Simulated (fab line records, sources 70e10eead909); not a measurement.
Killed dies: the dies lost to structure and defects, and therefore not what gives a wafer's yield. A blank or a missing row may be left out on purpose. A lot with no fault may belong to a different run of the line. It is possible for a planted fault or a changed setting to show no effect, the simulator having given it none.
Matching of chambers ; flow nand-harc ; NHARC_A_CHANNEL_FILL_D1_ALD_02 on ald-hk-03: 4 sister chambers
The step deposits SiO2, target thk 6 nm, pulse time 10 s, ald cycles 60. 4 wafers are shown with their chamber, then 7 later ones without.

## WAFERS, EACH WITH ITS CHAMBER
wafer;chamber;heater-power-outer-w (W)
L074.2;1;259
L091.6;3;266
L093.1;0;239
L093.2;2;259

## WAFERS WITH NO CHAMBER GIVEN
wafer;heater-power-outer-w (W)
L093.6;257
L094.1;266
L094.2;261
L094.6;261
L096.2;234
L096.3;266
L096.4;250

## EACH ONE'S CHAMBER
wafer;from the rows above;in truth
L093.6;can't be placed: 1 or 2 or 3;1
L094.1;can't be placed: 3 or 1 or 2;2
L094.2;can't be placed: 1 or 2 or 3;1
L094.6;can't be placed: 1 or 2 or 3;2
L096.2;0;0
L096.3;can't be placed: 3 or 1 or 2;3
L096.4;can't be placed: 1 or 2 or 0 or 3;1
Correctly placed: 1 of 7. These rows do not allow placing 6 (true chamber among the candidates in 6). 0 placed wrongly.
How it was worked out, from the rows above alone: a wafer's distance from a chamber is the root of the sum, over the readings, of the square of ((its reading less the chamber's mean) divided by the reading's scatter). If the next closest chamber is less than 2 further off than the closest, the wafer can't be placed; otherwise it belongs to the closest. The mean given for a chamber averages the wafers shown for that chamber. The scatter: root of mean squared gap, hidden wafer to nearest shown wafer, with one shown wafer a chamber.
